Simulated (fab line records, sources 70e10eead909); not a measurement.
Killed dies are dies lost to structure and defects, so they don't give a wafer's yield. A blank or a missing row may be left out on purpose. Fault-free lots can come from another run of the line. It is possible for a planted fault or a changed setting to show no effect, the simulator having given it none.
A lot that was struck, set against a sound lot -- flow nand_harc -- 13 out of 1159 route steps
Sound: wafers L919.3, L919.5, L919.6. Struck: wafer L907.1. (L907.2, L907.3 of the same lot were not struck and are left out.) The cause comes at the end.
For every step that has rows: the tool of each side, followed by ch and its chambers, followed by its first start. Under that, the readings that differ: sound wafers -- struck wafers -- difference of the means -- sigmas: that difference in standard deviations of wafers without a fault.
alike: words and numbers the same on both sides, and readings whose means are apart by under 2 such deviations; not compared: readings that were withheld, readings missing a value for some wafer, numbers with overlapping values and no deviation given by the record, and bounds like >300 which may hide the same value.
Wherever a step has rows on one side only, a row that says differs or no value, or a row with sigmas, the two part there. Non-overlapping numbers with no deviation appear without sigmas and do not part them. Lack of a reading on every wafer of one side parts them only where that side has two or more wafers.

first, 1 step without rows for these wafers: NHARC_A_STAIRCASE_TRIM_187 (chemistry O2, time 211.2 s).
NHARC_A_STAIRCASE_ETCH_188: etches the open film in C4F8/O2, target depth 100 nm, time 40.5 s.
  sound: rie_diel-02 ch 0,3; struck: rie_diel-10 ch 0
reading,sound,struck,difference,sigmas
rf_vpp_V (V),890 896 889,903,+11,+2
  alike: oes_product_au, run_length_s
  not compared: rf_hours_counter_h
NHARC_A_STAIRCASE_TRIM_189: chemistry O2, time 211.2 s.
  sound: rie_diel-02 ch 1,2,3; struck: rie_diel-10 ch 1
  alike: drypump_motor_current_A, oes_product_au, rf_vpp_V, showerhead_plenum_p_Torr, throttle_valve_pct
  not compared: rf_hours_counter_h
NHARC_A_STAIRCASE_ETCH_190: etches the open film in C4F8/O2, target depth 100 nm, time 40.5 s.
  sound: rie_diel-02 ch 0,1,2; struck: rie_diel-10 ch 3
  alike: oes_product_au, rf_vpp_V, run_length_s
  not compared: rf_hours_counter_h
then, 2 steps without rows for these wafers: NHARC_A_STAIRCASE_TRIM_191 (chemistry O2, time 211.2 s); NHARC_A_STAIRCASE_ETCH_192 (etches the open film in C4F8/O2, target depth 100 nm, time 40.5 s).
NHARC_A_STAIRCASE_TRIM_193: chemistry O2, time 211.2 s.
  sound: rie_diel-02 ch 0,3; struck: rie_diel-10 ch 1
  alike: drypump_motor_current_A, oes_product_au, rf_vpp_V, showerhead_plenum_p_Torr, throttle_valve_pct
  not compared: rf_hours_counter_h
NHARC_A_STAIRCASE_ETCH_194: etches the open film in C4F8/O2, target depth 100 nm, time 40.5 s.
  sound: rie_diel-02 ch 0,3; struck: rie_diel-10 ch 1
reading,sound,struck,difference,sigmas
rf_vpp_V (V),891 896 889,905,+13,+2
run_length_s (s),62.3 61.5 63.0,61.3,-1.0,-2
  alike: oes_product_au
  not compared: rf_hours_counter_h
then, 3 steps without rows for these wafers: NHARC_A_STAIRCASE_TRIM_196 (chemistry O2, time 211.2 s); NHARC_A_STAIRCASE_ETCH_197 (etches the open film in C4F8/O2, target depth 100 nm, time 40.5 s); NHARC_A_STAIRCASE_TRIM_198 (chemistry O2, time 211.2 s).
NHARC_A_STAIRCASE_ETCH_199: etches the open film in C4F8/O2, target depth 100 nm, time 40.5 s.
  sound on rie_diel-10 ch 1,2,3, day 16 03:40; struck on rie_diel-10 ch 2, day 13 05:36
reading,sound,struck,difference,sigmas
oes_product_au (a.u.),0.956 0.947 0.967,0.927,-0.030,-2
run_length_s (s),61.5 62.0 61.4,56.7,-4.9,-10
  alike: rf_vpp_V
  not compared: rf_hours_counter_h
then, 1 step without rows for these wafers: NHARC_A_STAIRCASE_TRIM_200 (chemistry O2, time 211.2 s).

WHERE THEY PART
Earliest at NHARC_A_STAIRCASE_ETCH_188; latest, in this record, at NHARC_A_STAIRCASE_ETCH_199.

WHY: what the simulator had put in
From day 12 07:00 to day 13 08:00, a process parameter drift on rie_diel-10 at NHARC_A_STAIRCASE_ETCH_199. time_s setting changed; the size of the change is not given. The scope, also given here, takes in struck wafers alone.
